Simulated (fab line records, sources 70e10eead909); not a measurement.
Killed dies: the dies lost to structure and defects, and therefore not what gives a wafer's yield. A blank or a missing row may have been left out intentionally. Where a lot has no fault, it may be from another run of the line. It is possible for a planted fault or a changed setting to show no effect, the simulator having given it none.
The tool behind it: which one? ; flow nandHarc ; 24 lots with 72 wafers sampled at 5 steps, on a route of 1159 steps

## WHAT EACH GAUGE READ, for each wafer
NHARC_A_M0_OVL_MEAS_10: pitch 160 nm. Usual: overlayXNm 0.1 nm, standard deviation 0.62; overlayYNm 0.0 nm, standard deviation 0.78.
lot;measured;on;overlayXNm (nm);overlayYNm (nm);flag
L074;day 17 16:53;overlay-01;-0.1 0.2 0.3;1.6 1.6 1.3;
L078;day 17 22:28;overlay-02;-1.0 -0.2 -0.8;-0.8 -0.9 -0.2;
L075;day 18 02:46;overlay-01;-0.4 -0.9 -0.4;2.2 2.2 1.6;
L076;day 18 03:13;overlay-01;0.8 0.3 0.1;0.0 0.1 -0.2;
L080;day 18 03:38;overlay-02;-0.5 0.0 0.1;0.1 -0.7 -0.3;
L079;day 18 07:08;overlay-02;-0.1 -0.4 -0.5;0.6 0.3 0.0;
L077;day 18 08:05;overlay-01;0.6 1.3 0.7;-0.4 -0.8 -0.2;
L081;day 19 10:25;overlay-02;0.3 0.2 -0.3;-0.1 -0.9 -0.2;
L082;day 19 10:48;overlay-01;-0.6 -1.0 -1.5;-0.6 0.1 -0.3;
L083;day 20 09:05;overlay-01;0.6 1.0 0.7;-0.7 -0.4 -1.4;
L085;day 20 11:27;overlay-02;0.4 0.1 0.1;-1.8 -1.4 -1.9;
L084;day 20 20:11;overlay-01;0.0 0.3 0.9;-1.3 -0.8 -1.0;
L087;day 20 21:14;overlay-01;0.7 0.6 0.3;1.0 0.3 0.4;
L088;day 21 04:55;overlay-01;-0.6 -0.3 -0.4;-0.2 -0.3 -0.1;
L086;day 21 13:00;overlay-02;-1.1 -1.0 0.0;0.1 -0.1 0.5;
L089;day 21 14:12;overlay-02;-0.2 0.2 0.1;0.0 -0.2 -0.2;
L090;day 21 18:02;overlay-02;0.9 0.0 0.4;-0.5 -1.0 -0.3;
L092;day 22 07:22;overlay-01;-0.1 -0.5 -0.3;0.9 1.0 0.9;
L095;day 22 07:36;overlay-02;-0.5 -0.8 -0.3;1.0 0.2 0.9;
L091;day 22 08:03;overlay-01;1.3 1.2 1.4;0.5 0.1 0.0;
L094;day 22 11:04;overlay-01;0.5 0.2 0.5;-1.0 -1.2 -1.4;
L093;day 22 14:50;overlay-02;0.1 0.9 0.3;-0.2 0.1 0.1;
L096;day 23 00:47;overlay-01;0.7 -0.2 -0.2;-0.4 -0.8 -0.4;
L097;day 23 11:14;overlay-02;0.1 -0.1 0.1;0.8 0.5 0.3;

NHARC_A_M0_THK_MEAS_24: measures by xrf. Usual: thkNm 114.1 nm, standard deviation 1.7.
lot;measured;on;thkNm (nm);flag
L074;day 17 19:25;filmMetro-02;113.1 112.1 116.0;
L078;day 18 00:56;filmMetro-01;112.8 112.0 114.0;
L075;day 18 05:20;filmMetro-01;116.3 113.8 112.2;
L076;day 18 05:38;filmMetro-02;114.3 116.2 117.5;
L080;day 18 06:06;filmMetro-02;114.5 111.3 115.3;
L079;day 18 09:34;filmMetro-01;113.3 114.6 114.5;
L077;day 18 10:32;filmMetro-01;116.7 117.9 117.5;
L081;day 19 12:57;filmMetro-01;114.0 115.1 112.8;
L082;day 19 13:15;filmMetro-01;113.5 112.6 113.7;
L083;day 20 11:52;filmMetro-01;112.3 115.3 115.4;
L085;day 20 13:55;filmMetro-02;114.4 112.1 116.1;
L084;day 20 22:36;filmMetro-01;113.8 116.4 114.4;
L087;day 20 23:41;filmMetro-01;112.7 113.5 115.6;
L088;day 21 07:19;filmMetro-01;117.3 113.5 113.7;
L086;day 21 15:24;filmMetro-02;116.7 111.7 111.7;
L089;day 21 16:38;filmMetro-01;115.3 114.3 116.7;
L090;day 21 20:29;filmMetro-02;114.1 115.6 114.0;
L092;day 22 09:55;filmMetro-01;115.1 116.0 112.3;
L095;day 22 10:04;filmMetro-01;110.5 113.7 112.8;
L091;day 22 10:37;filmMetro-01;113.3 115.3 112.8;
L094;day 22 13:30;filmMetro-01;112.9 113.2 115.3;
L093;day 22 17:17;filmMetro-02;114.6 114.3 112.8;
L096;day 23 03:14;filmMetro-02;115.2 113.5 113.2;
L097;day 23 13:40;filmMetro-01;114.2 112.1 115.3;

## WHICH TOOL RAN EACH LOT (tool, then ch and the chambers of the sampled wafers, then the start)
lot;NHARC_A_BLC_STRIP_29;NHARC_A_M0_PVD_21;NHARC_A_M0_ANNEAL_30
L074;rieDiel-08 ch 0,2, day 17 10:22;pvdSputter-03, day 17 18:45 or earlier;rtpAnneal-02 ch 0, day 17 18:45
L078;rieDiel-10 ch 0,2, day 17 19:34;pvdSputter-03, day 18 00:16 or earlier;rtpAnneal-01 ch 0, day 18 00:16
L075;rieDiel-10 ch 0,3, day 17 19:59;pvdSputter-01, day 18 04:45 or earlier;rtpAnneal-01 ch 0, day 18 04:45
L076;rieDiel-10 ch 0,1,3, day 17 21:39;pvdSputter-02, day 18 05:01 or earlier;rtpAnneal-01 ch 0, day 18 05:01
L080;rieDiel-10 ch 0,1,2, day 17 22:05;pvdSputter-03, day 18 05:25 or earlier;rtpAnneal-02 ch 0, day 18 05:25
L079;rieDiel-02 ch 1,2,3, day 18 04:13;pvdSputter-02, day 18 08:55 or earlier;rtpAnneal-02 ch 0, day 18 08:55
L077;rieDiel-08 ch 0,2,3, day 18 05:12;pvdSputter-02, day 18 09:56 or earlier;rtpAnneal-01 ch 0, day 18 09:56
L081;rieDiel-02 ch 0,2,3, day 19 07:24;pvdSputter-02, day 19 12:20 or earlier;rtpAnneal-01 ch 0, day 19 12:20
L082;rieDiel-10 ch 0,1, day 19 07:53;pvdSputter-03, day 19 12:41 or earlier;rtpAnneal-02 ch 0, day 19 12:41
L083;rieDiel-10 ch 1,2,3, day 19 17:55;pvdSputter-02, day 20 10:53 or earlier;rtpAnneal-02 ch 0, day 20 10:53
L085;rieDiel-10 ch 1,2,3, day 20 03:23;pvdSputter-03, day 20 13:18 or earlier;rtpAnneal-01 ch 0, day 20 13:18
L084;rieDiel-10 ch 0,2,3, day 20 05:10;pvdSputter-02, day 20 21:57 or earlier;rtpAnneal-02 ch 0, day 20 21:57
L087;rieDiel-08 ch 0,1,3, day 20 11:36;pvdSputter-01, day 20 23:07 or earlier;rtpAnneal-02 ch 0, day 20 23:07
L088;rieDiel-08 ch 0,3, day 20 22:48;pvdSputter-03, day 21 06:40 or earlier;rtpAnneal-01 ch 0, day 21 06:40
L086;rieDiel-02 ch 1,2,3, day 21 05:36;pvdSputter-03, day 21 14:44 or earlier;rtpAnneal-02 ch 0, day 21 14:44
L089;rieDiel-10 ch 0,1,3, day 21 06:31;pvdSputter-02, day 21 16:05 or earlier;rtpAnneal-01 ch 0, day 21 16:05
L090;rieDiel-08 ch 1,2,3, day 21 14:43;pvdSputter-01, day 21 19:20;rtpAnneal-02 ch 0, day 21 19:52
L092;rieDiel-10 ch 1,3, day 22 00:22;pvdSputter-02, day 22 09:16 or earlier;rtpAnneal-01 ch 0, day 22 09:16
L095;rieDiel-10 ch 0,2,3, day 22 00:46;pvdSputter-03, day 22 09:26 or earlier;rtpAnneal-02 ch 0, day 22 09:26
L091;rieDiel-10 ch 0,2, day 22 01:21;pvdSputter-02, day 22 10:04 or earlier;rtpAnneal-01 ch 0, day 22 10:04
L094;rieDiel-08 ch 0,2,3, day 22 02:12;pvdSputter-02, day 22 12:50 or earlier;rtpAnneal-02 ch 0, day 22 12:50
L093;rieDiel-08 ch 0,1,2, day 22 11:50;pvdSputter-02, day 22 16:38 or earlier;rtpAnneal-01 ch 0, day 22 16:38
L096;rieDiel-08 ch 1,2, day 22 21:59;pvdSputter-01, day 23 02:34 or earlier;rtpAnneal-01 ch 0, day 23 02:34
L097;rieDiel-08 ch 0,1, day 23 04:32;pvdSputter-02, day 23 13:01 or earlier;rtpAnneal-02 ch 0, day 23 13:01
- NHARC_A_BLC_STRIP_29: strips in CF4.
- NHARC_A_M0_PVD_21: deposits Cu, target thk 30 nm, time 20.49 s.
- NHARC_A_M0_ANNEAL_30: time 90 s.

## AS READ BY THE TOOLS THEMSELVES (means over the sampled wafers that have a number; for cases with no such wafer, the mark the record gives instead)
NHARC_A_BLC_STRIP_29. Usual: drypumpMotorCurrentA 5.6 A, standard deviation 0.49; oesProductAu 1.002 a.u., standard deviation 0.0081; rfVppV 59.4 V, standard deviation 0.83; showerheadPlenumPTorr 1.76 Torr, standard deviation 0.085; throttleValvePct 13.285 %, standard deviation 0.0086.
lot;tool;drypumpMotorCurrentA (A);oesProductAu (a.u.);rfVppV (V);showerheadPlenumPTorr (Torr);throttleValvePct (%);flag
L074;rieDiel-08;6.1;1.000;58.7;1.78;13.288;
L078;rieDiel-10;5.2;1.003;58.4;1.70;13.290;
L075;rieDiel-10;5.3;1.000;59.7;1.75;13.288;
L076;rieDiel-10;5.3;1.009;59.3;1.78;13.285;
L080;rieDiel-10;5.2;1.009;59.2;1.73;13.279;
L079;rieDiel-02;5.8;1.009;59.1;1.72;13.287;
L077;rieDiel-08;5.8;0.995;59.7;1.72;13.284;
L081;rieDiel-02;5.5;1.007;59.2;1.77;13.288;
L082;rieDiel-10;4.9;1.015;59.5;1.75;13.287;
L083;rieDiel-10;5.6;1.006;60.5;1.80;13.285;
L085;rieDiel-10;5.5;1.002;59.9;1.80;13.288;
L084;rieDiel-10;5.5;0.995;59.0;1.76;13.282;
L087;rieDiel-08;5.8;0.999;59.6;1.79;13.285;
L088;rieDiel-08;6.1;1.000;59.6;1.78;13.288;
L086;rieDiel-02;5.9;1.004;58.5;1.72;13.278;
L089;rieDiel-10;5.3;1.000;59.0;1.78;13.280;
L090;rieDiel-08;5.5;1.000;58.3;1.73;13.289;
L092;rieDiel-10;5.3;1.008;59.7;1.81;13.279;
L095;rieDiel-10;5.6;1.005;60.0;1.76;13.282;
L091;rieDiel-10;5.2;1.001;58.9;1.70;13.285;
L094;rieDiel-08;5.8;0.999;58.8;1.71;13.292;
L093;rieDiel-08;5.7;1.004;59.4;1.78;13.290;
L096;rieDiel-08;5.5;1.003;59.1;1.71;13.290;
L097;rieDiel-08;5.7;1.003;59.1;1.85;13.278;

NHARC_A_M0_PVD_21. Usual: chamberPressurePa 4.999 Pa, standard deviation 0.0099; throttleValvePct 30.6 %, standard deviation 0.75.
lot;tool;chamberPressurePa (Pa);throttleValvePct (%);flag
L074;pvdSputter-03;5.003;29.9;
L078;pvdSputter-03;4.995;30.3;
L075;pvdSputter-01;5.002;30.7;
L076;pvdSputter-02;5.000;30.9;
L080;pvdSputter-03;5.007;30.5;
L079;pvdSputter-02;4.993;30.3;
L077;pvdSputter-02;5.005;30.9;
L081;pvdSputter-02;4.992;30.9;
L082;pvdSputter-03;5.005;30.4;
L083;pvdSputter-02;5.000;30.9;
L085;pvdSputter-03;5.001;30.0;
L084;pvdSputter-02;5.004;30.4;
L087;pvdSputter-01;5.001;31.0;
L088;pvdSputter-03;4.999;31.5;
L086;pvdSputter-03;4.995;30.6;
L089;pvdSputter-02;4.996;30.4;
L090;pvdSputter-01;5.000;30.8;
L092;pvdSputter-02;4.994;30.4;
L095;pvdSputter-03;4.996;30.2;
L091;pvdSputter-02;5.003;30.9;
L094;pvdSputter-02;4.997;30.7;
L093;pvdSputter-02;5.000;30.9;
L096;pvdSputter-01;4.999;30.8;
L097;pvdSputter-02;4.993;30.8;

NHARC_A_M0_ANNEAL_30. Usual: wafer_temp_C_max 226.3, standard deviation 0.33.
lot;tool;wafer_temp_C_max;flag
L074;rtpAnneal-02;226.1;
L078;rtpAnneal-01;226.5;
L075;rtpAnneal-01;226.6;
L076;rtpAnneal-01;226.5;
L080;rtpAnneal-02;225.9;
L079;rtpAnneal-02;226.0;
L077;rtpAnneal-01;226.7;
L081;rtpAnneal-01;226.4;
L082;rtpAnneal-02;226.1;
L083;rtpAnneal-02;226.2;
L085;rtpAnneal-01;226.5;
L084;rtpAnneal-02;226.4;
L087;rtpAnneal-02;226.0;
L088;rtpAnneal-01;226.5;
L086;rtpAnneal-02;226.0;
L089;rtpAnneal-01;226.4;
L090;rtpAnneal-02;225.9;
L092;rtpAnneal-01;226.6;
L095;rtpAnneal-02;226.3;
L091;rtpAnneal-01;226.4;
L094;rtpAnneal-02;225.7;
L093;rtpAnneal-01;226.7;
L096;rtpAnneal-01;226.6;
L097;rtpAnneal-02;226.4;

## THE ANSWER, worked out from the rows above alone
Rule: take the mean of a lot's wafers that have a number; if it is more than 3 standard deviations from the usual mean, the lot is off. Also off: a lot with no number at a reading for which 4 or more lots have one. The other lots that the step has rows for count as sound. After the gauges, taken in route order, come the tools' own readings; for these a lot's mean is taken, as printed above. At the first step where some lot is off, the reading lying furthest off is the one used; lots without a number count as furthest.
None of the lots is off at any reading shown; this tells nothing.

## WHAT THE SIMULATOR HAD INSERTED
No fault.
